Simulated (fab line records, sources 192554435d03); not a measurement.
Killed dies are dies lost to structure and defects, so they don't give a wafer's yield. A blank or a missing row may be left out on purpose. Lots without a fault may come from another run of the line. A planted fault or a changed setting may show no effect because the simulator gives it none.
fab line records | flow n5_finfet
record lots=9 wafers=27 last_day=18
route steps=1938 shown GATE_CUT@505 MOL_CONTACT_COAG@537 BEOL_M4@1111
lots that met no fault: from a run of the same line without faults
start_h: hours from the record's first day to the start of the lot's first wafer shown | wait_h: hours since the lot's step before | " the same as in the row above | L1.1+2: a row that stands for several wafers | - no value, or no start given | * or withheld: withheld | < > ~ a bound
route shown NAME@n: a module of which the file shows steps, and the number in the route of the first | usual: mean/standard deviation of fault-free wafers | same: alike in all rows | chamber/n: place in a boat | sites: the reading at each site | _std_site: their standard deviation | _edge_site: outer sites' mean less inner sites' | radius_mm: how far each site lies from the wafer's centre | mask NAME#n: copy n | behind: the tool/chamber that last shaped the wafer | hold: why the lot was held/for how many hours/how that ended | device: the transistor (n, p or np) that didn't switch | end of line: the same wafers' tests at the end of the route | a step without rows: its recipe alone | killed: dies lost to structure and defects at the first sort, not the wafer's yield | map: a wafer's dies, x killed, . not, _ none there
set.NAME: the setting as run; set.NAME@STEP: as run at that earlier step | model.NAME: the simulator's own value behind a step, which no gauge read
steps of the route over a sample of lots; a table a step, a row a wafer
services: from which hour (start_h, from the record's first day; less than 0 if before it) a tool's chamber was out of use, for how many hours, and why
## steps
# step N5_GATE_CUT_VAPOR_ETCH_49
# recipe chemistry=BCl3/Cl2 target=TiAlC mode=isotropic
# usual drypump_motor_current_A=5.8/0.38 oes_product_au=0.76/0.097
# columns lot.wafer tool chamber start_h wait_h drypump_motor_current_A oes_product_au
L672.1 rie_metal-03 0 83.67 0.0 5.5 0.75
L672.3 " 1 " " 5.9 0.82
L672.4 " 0 " " 5.5 0.75
L675.3 rie_metal-02 0 101.53 0.0 6.6 0.92
L675.5 " 1 " " 5.4 0.65
L675.6 " 0 " " 6.6 0.92
L678.1 rie_metal-01 0 125.84 0.0 5.8 0.78
L678.4 " 0 " " 5.8 0.77
L678.5 " 0 " " 5.8 0.77
L680.1 rie_metal-01 1 132.12 0.0 5.4 0.57
L680.3 " 0 " " 5.8 0.77
L680.4 " 1 " " 5.4 0.57
L687.1 rie_metal-01 0 176.94 0.1 5.8 0.76
L687.3 " 0 " " 5.8 0.74
L687.6 " 0 " " 5.8 0.76
L689.3 rie_metal-02 1 186.13 0.0 5.4 0.65
L689.4 " 0 " " 6.6 0.87
L689.6 " 1 " " 5.4 0.65
L692.2 rie_metal-03 1 205.62 0.0 5.9 0.79
L692.4 " 0 " " 5.5 0.73
L692.5 " 0 " " 5.5 0.73
L693.1 rie_metal-03 1 216.13 0.0 5.8 0.79
L693.2 " 0 " " 5.5 0.73
L693.3 " 0 " " 5.5 0.72
L695.1 rie_metal-01 0 221.75 0.0 5.9 0.74
L695.3 " 0 " " 5.9 0.74
L695.4 " 1 " " 5.4 0.98
# step N5_MOL_CONTACT_COAG_ETCH_15
# recipe chemistry=CH3F/O2 target=SiNx target_depth_a=70 mask_material=SOC stop_on=Si:P over_etch_frac=0.75 ion_energy_ev=120 pressure_mtorr=30 source_w=395 bias_w=73 Ar_flow_sccm=150 CH3F_flow_sccm=30 O2_flow_sccm=20
# usual chamber_pressure_mTorr=30.004/0.028 drypump_motor_current_A=5.6/0.42 oes_product_au=0.58/0.058 over_etch_frac=0.75/0 rf_vpp_V=294/7.6 showerhead_plenum_p_Torr=1.99/0.063 throttle_valve_pct=16.24/0.18
# columns lot.wafer tool chamber start_h wait_h chamber_pressure_mTorr drypump_motor_current_A oes_product_au over_etch_frac rf_hours_counter_h rf_vpp_V showerhead_plenum_p_Torr throttle_valve_pct
L672.1 rie_diel-06 1 87.07 0.0 29.971 6.4 0.51 0.75 249 282 1.87 16.49
L672.3 " 3 " " 30.018 5.0 0.68 0.75 13 286 1.96 16.22
L672.4 " 2 " " 30.007 5.8 0.65 0.75 30 296 2.04 16.10
L675.3 rie_diel-06 3 105.61 0.0 29.998 5.0 0.66 0.75 21 286 1.96 16.23
L675.5 " 0 " " 29.997 5.2 0.54 0.75 - 288 2.08 16.15
L675.6 " 3 " " 30.045 5.0 0.67 0.75 - 286 1.96 16.24
L678.1 rie_diel-01 0 129.84 0.0 30.042 5.1 0.62 0.75 53 305 2.10 16.15
L678.4 " 1 " " 29.970 5.3 0.52 0.75 235 303 1.97 16.66
L678.5 " 2 " " 29.962 5.6 0.65 0.75 - 287 1.95 16.05
L680.1 rie_diel-06 0 136.22 0.0 30.036 5.2 0.53 0.75 188 288 2.08 16.17
L680.3 " 1 " " 29.998 6.3 0.69 0.75 9 286 2.12 16.06
L680.4 " 2 " " 29.978 5.8 0.52 1.6133 49 296 2.03 16.14
L687.1 rie_diel-04 1 180.40 0.0 29.985 5.8 0.49 0.75 244 310 2.06 16.66
L687.3 " 0 " " 30.005 5.9 0.58 0.75 121 289 1.94 16.15
L687.6 " 2 " " 29.994 6.0 0.54 0.75 - 292 1.98 16.06
L689.3 rie_diel-01 0 189.80 0.0 30.026 5.2 0.60 0.75 76 303 2.10 16.20
L689.4 " 3 " " 29.990 6.1 0.50 0.75 - 300 1.94 16.39
L689.6 " 2 " " 30.015 5.6 0.64 0.75 - 285 1.94 16.08
L692.2 rie_diel-04 3 209.03 0.0 30.064 5.1 0.60 0.75 98 287 1.94 16.43
L692.4 " 3 " " 29.998 5.2 0.60 0.75 - 287 1.94 16.44
L692.5 " 2 " " 30.016 6.0 0.52 0.75 - 292 1.97 16.08
L693.1 rie_diel-01 0 219.86 0.0 30.064 5.2 0.59 0.75 90 304 2.09 16.20
L693.2 " 1 " " 30.005 5.3 0.51 0.75 258 304 1.96 16.69
L693.3 " 2 " " 29.991 5.6 0.61 0.75 70 286 1.94 16.12
L695.1 rie_diel-04 3 225.15 0.0 29.964 5.1 0.59 0.75 105 287 1.94 16.44
L695.3 " 0 " " 30.022 6.0 0.56 0.75 140 290 1.93 16.18
L695.4 " 2 " " 30.015 6.0 0.52 0.75 205 294 1.97 16.11
# step N5_MOL_CONTACT_COAG_PRE_CLEAN_142
# recipe gas=H2/He time_s=60 temp_c=300
# usual heater_power_w=461/34
# columns lot.wafer tool chamber start_h wait_h heater_power_w
L672.1 pvd_sputter-03 - 93.94 2.1 443
L672.3 " - " " 513
L672.4 " - " " 453
L675.3 pvd_sputter-02 - 110.73 2.0 480
L675.5 " - " " 494
L675.6 " - " " 454
L678.1 pvd_sputter-02 - 136.31 2.6 439
L678.4 " - " " 500
L678.5 " - " " 476
L680.1 pvd_sputter-01 - 144.78 3.4 522
L680.3 " - " " 440
L680.4 " - " " 430
L687.1 pvd_sputter-02 - 184.36 1.6 463
L687.3 " - " " 481
L687.6 " - " " 478
L689.3 pvd_sputter-01 - 193.98 0.5 516
L689.4 " - " " 469
L689.6 " - " " 527
L692.2 pvd_sputter-01 - 214.59 1.5 436
L692.4 " - " " 523
L692.5 " - " " 418
L693.1 pvd_sputter-01 - 226.67 2.5 437
L693.2 " - " " 433
L693.3 " - " " 529
L695.1 pvd_sputter-03 - 230.69 2.4 440
L695.3 " - " " 454
L695.4 " - " " 536
# step N5_MOL_CONTACT_COAG_SPUTTER_130
# recipe material=Co target_thk_a=475 temp_c=25 chamber_pressure_pa=0.5 power_w=3000
# usual cathode_dc_power_W=3000.0/0.55 substrate_temp_c=25.01/0.1 throttle_valve_pct=29.8/1
# columns lot.wafer tool chamber start_h wait_h cathode_dc_power_W substrate_temp_c throttle_valve_pct
L672.1 pvd_sputter-03 - 94.00 0.0 3000.0 24.90 27.5
L672.3 " - " " 3000.5 25.16 31.4
L672.4 " - " " 2999.8 24.84 30.2
L675.3 pvd_sputter-02 - 110.79 0.0 2999.2 25.10 30.1
L675.5 " - " " 3000.4 25.09 30.3
L675.6 " - " " 2999.2 24.79 29.4
L678.1 pvd_sputter-02 - 136.37 0.0 2999.7 25.11 31.6
L678.4 " - " " 2998.9 25.17 29.9
L678.5 " - " " 2999.3 25.08 28.7
L680.1 pvd_sputter-01 - 144.84 0.0 2999.7 25.05 29.1
L680.3 " - " " 3000.3 25.15 30.2
L680.4 " - " " 3001.4 25.04 29.0
L687.1 pvd_sputter-02 - 184.42 0.0 3000.4 24.79 29.3
L687.3 " - " " 2999.6 25.25 30.2
L687.6 " - " " 2999.1 25.14 30.5
L689.3 pvd_sputter-01 - 194.04 0.0 2999.7 24.92 28.8
L689.4 " - " " 2999.7 25.10 30.5
L689.6 " - " " 2999.7 25.07 29.1
L692.2 pvd_sputter-01 - 214.65 0.0 3000.1 25.03 29.0
L692.4 " - " " 3000.1 25.01 28.6
L692.5 " - " " 3001.0 24.97 29.7
L693.1 pvd_sputter-01 - 226.73 0.0 2999.5 24.98 30.1
L693.2 " - " " 3000.3 25.07 29.1
L693.3 " - " " 2999.6 25.08 28.9
L695.1 pvd_sputter-03 - 230.75 0.0 2999.8 24.93 27.2
L695.3 " - " " 2999.6 25.07 30.3
L695.4 " - " " 2999.0 25.08 31.4
# step N5_BEOL_M4_RC_MEAS_101
# usual DIBL_N=36.4/2.7 DIBL_P=36/3.2 IOFF_N=0.16/0.046 IOFF_P=0.21/0.055 ION_N=677/15 ION_P=464/11 SS_N=71.5/0.79 SS_P=73.3/0.93 VT_N=250/4.1 VT_P=-251/4.4
# columns lot.wafer tool chamber start_h wait_h DIBL_N[mV/V] DIBL_P[mV/V] IOFF_N[nA/um] IOFF_P[nA/um] ION_N[uA/um] ION_P[uA/um] SS_N[mV/dec] SS_P[mV/dec] VT_N[mV] VT_P[mV]
L672.1 prober-01 0 164.22 0.2 34.9 35 0.14 0.22 670 466 72.1 73.6 251 -247
L672.3 " 0 " " 36.4 37 0.18 0.26 683 472 72.4 73.2 247 -245
L672.4 " 0 " " 39.0 41 0.23 0.35 690 470 72.5 75.1 247 -240
L675.3 prober-01 0 189.09 0.3 38.3 40 0.22 0.36 695 487 72.9 73.0 242 -239
L675.5 " 0 " " 37.2 38 0.19 0.28 691 478 72.2 73.6 245 -242
L675.6 " 0 " " 35.4 36 0.16 0.26 682 481 72.0 73.0 248 -243
L678.1 prober-02 0 226.22 0.0 31.4 30 0.10 0.14 677 464 70.5 72.7 257 -254
L678.4 " 0 " " 31.9 31 0.11 0.14 659 458 70.4 72.8 256 -254
L678.5 " 0 " " 34.2 34 0.12 0.17 652 451 71.1 73.1 257 -257
L680.1 prober-02 0 230.80 0.0 38.0 36 0.17 0.23 672 461 72.2 73.8 249 -250
L680.3 " 0 " " 36.2 36 0.13 0.22 671 461 71.8 72.7 255 -250
L680.4 " 0 " " 37.5 36 0.17 0.21 683 460 72.0 73.7 249 -252
L687.1 prober-01 0 275.16 0.0 34.2 34 0.13 0.17 651 447 71.6 73.1 251 -252
L687.3 " 0 " " 35.1 34 0.13 0.17 663 452 70.4 72.6 252 -252
L687.6 " 0 " " 39.3 39 0.24 0.25 680 458 72.6 73.8 247 -247
L689.3 prober-01 0 285.01 0.3 40.7 40 0.20 0.23 690 462 72.2 73.8 249 -250
L689.4 " 0 " " 42.5 44 0.25 0.31 694 476 72.7 75.2 246 -247
L689.6 " 0 " " 36.0 35 0.13 0.17 677 467 70.9 72.6 253 -253
L692.2 prober-01 0 298.85 0.2 36.5 35 0.14 0.19 663 462 70.9 72.6 250 -251
L692.4 " 0 " " 32.8 31 0.10 0.14 659 453 70.5 72.4 256 -256
L692.5 " 0 " " 35.4 34 0.13 0.17 670 461 71.1 72.0 252 -255
L693.1 prober-02 0 316.62 0.0 36.8 37 0.19 0.23 697 475 71.2 72.9 246 -248
L693.2 " 0 " " 37.1 38 0.20 0.23 694 466 71.2 73.8 246 -253
L693.3 " 0 " " 37.0 38 0.17 0.23 673 466 71.6 74.1 247 -251
L695.1 prober-01 0 319.44 0.0 28.6 29 0.06 0.09 633 435 70.3 70.7 264 -265
L695.3 " 0 " " 32.5 32 0.11 0.12 658 440 71.0 71.9 256 -259
L695.4 " 0 " " 32.1 33 0.11 0.13 677 462 70.6 71.7 253 -259
## services
# columns tool chamber start_h hours kind
pvd_sputter-02 - 69.38 1.9 repair
rie_diel-06 1 88.25 - clean
rie_diel-06 1 88.25 - consumable_replace:focus_ring
rie_diel-06 1 88.25 - consumable_replace:showerhead
rie_metal-03 - 96.80 1.3 repair
pvd_sputter-01 - 98.71 1.0 repair
rie_metal-01 - 107.94 0.5 repair
pvd_sputter-02 - 116.29 4.1 repair
rie_diel-04 3 122.87 3.9 repair
rie_diel-04 - 126.60 2.8 pm
rie_metal-03 - 128.12 14.6 pm
pvd_sputter-03 - 137.19 0.5 repair
rie_diel-01 - 144.78 4.3 pm
rie_metal-01 - 144.80 0.9 repair
rie_metal-03 0 152.94 18.0 repair
rie_metal-02 - 155.30 1.4 pm
rie_metal-01 1 172.92 - clean
rie_metal-01 1 172.92 21.5 scheduled_down
rie_metal-01 1 172.92 21.5 vent_cycle
pvd_sputter-01 - 172.98 11.1 repair
rie_diel-06 3 173.08 5.7 repair
rie_diel-04 3 185.80 9.3 repair
rie_diel-06 - 221.57 2.8 pm
rie_metal-01 - 226.93 6.8 repair
## key
first_sign step=N5_MOL_CONTACT_COAG_ETCH_15 reading=over_etch_frac direction=up sigmas=99+ usual=0.75 struck=1.6133
effect none on later readings
met_at N5_MOL_CONTACT_COAG_ETCH_15
struck_lots L680
struck_wafers L680.4
not_acting_at N5_GATE_CUT_VAPOR_ETCH_49,N5_MOL_CONTACT_COAG_PRE_CLEAN_142,N5_MOL_CONTACT_COAG_SPUTTER_130
onset_between 87.07 136.22
fault kind=process_parameter_drift tool=rie_diel-06 chamber=2 onset_h=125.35 steps=N5_MOL_CONTACT_COAG_ETCH_15 channel=over_etch_frac offset=0.86327 shape=step end_h=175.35 acts_in=these_recipes_only stated=0.75
